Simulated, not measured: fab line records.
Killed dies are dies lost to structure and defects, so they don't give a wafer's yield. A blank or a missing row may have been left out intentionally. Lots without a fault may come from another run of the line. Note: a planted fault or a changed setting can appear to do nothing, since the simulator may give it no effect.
Matching of chambers | flow n5-finfet | N5_BEOL_M14_ETCH_67 on rie-diel-06: 4 sister chambers
The step etches SiARC in CF4, target depth 143 nm, time 238.3 s. 7 wafers are shown with their chamber, then 8 later ones without.

WAFERS WITH THEIR CHAMBER
wafer  | chamber | drypump-motor-current-A (A) | showerhead-plenum-p-Torr (Torr)
L078.3 | 2       | 5.3                         | 2.10
L084.3 | 0       | 5.5                         | 2.21
L084.6 | 3       | 6.8                         | 2.20
L085.3 | 1       | 5.4                         | 2.11
L085.4 | 0       | 5.5                         | 2.21
L085.5 | 2       | 5.4                         | 2.09
L087.3 | 3       | 6.8                         | 2.19

WAFERS WHOSE CHAMBER IS MISSING
wafer  | drypump-motor-current-A (A) | showerhead-plenum-p-Torr (Torr)
L087.5 | 5.4                         | 2.09
L087.6 | 6.8                         | 2.19
L088.1 | 5.4                         | 2.09
L088.3 | 6.8                         | 2.19
L088.4 | 5.3                         | 2.11
L093.1 | 5.4                         | 2.08
L093.2 | 5.4                         | 2.10
L093.4 | 5.5                         | 2.20

EACH ONE'S CHAMBER
wafer  | from the rows above     | in truth
L087.5 | can't be placed: 2 or 1 | 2
L087.6 | 3                       | 3
L088.1 | can't be placed: 2 or 1 | 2
L088.3 | 3                       | 3
L088.4 | can't be placed: 1 or 2 | 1
L093.1 | 2                       | 2
L093.2 | can't be placed: 2 or 1 | 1
L093.4 | 0                       | 0
Correctly placed: 4 of 8. Cannot be placed on the basis of these rows: 4; the candidates contain the true chamber in 4. 0 placed wrongly.
How it was worked out, from the rows above alone: a wafer's distance from a chamber is the root of the sum, over the readings, of the square of ((its reading less the chamber's mean) divided by the reading's scatter). The wafer belongs to the nearest chamber; if the next one is less than 2 further off, it can't be placed. A chamber's mean is the mean of its shown wafers. The scatter: the root of (the sum of the squares of (reading less its chamber's mean) over the shown wafers, divided by (wafers less chambers)).
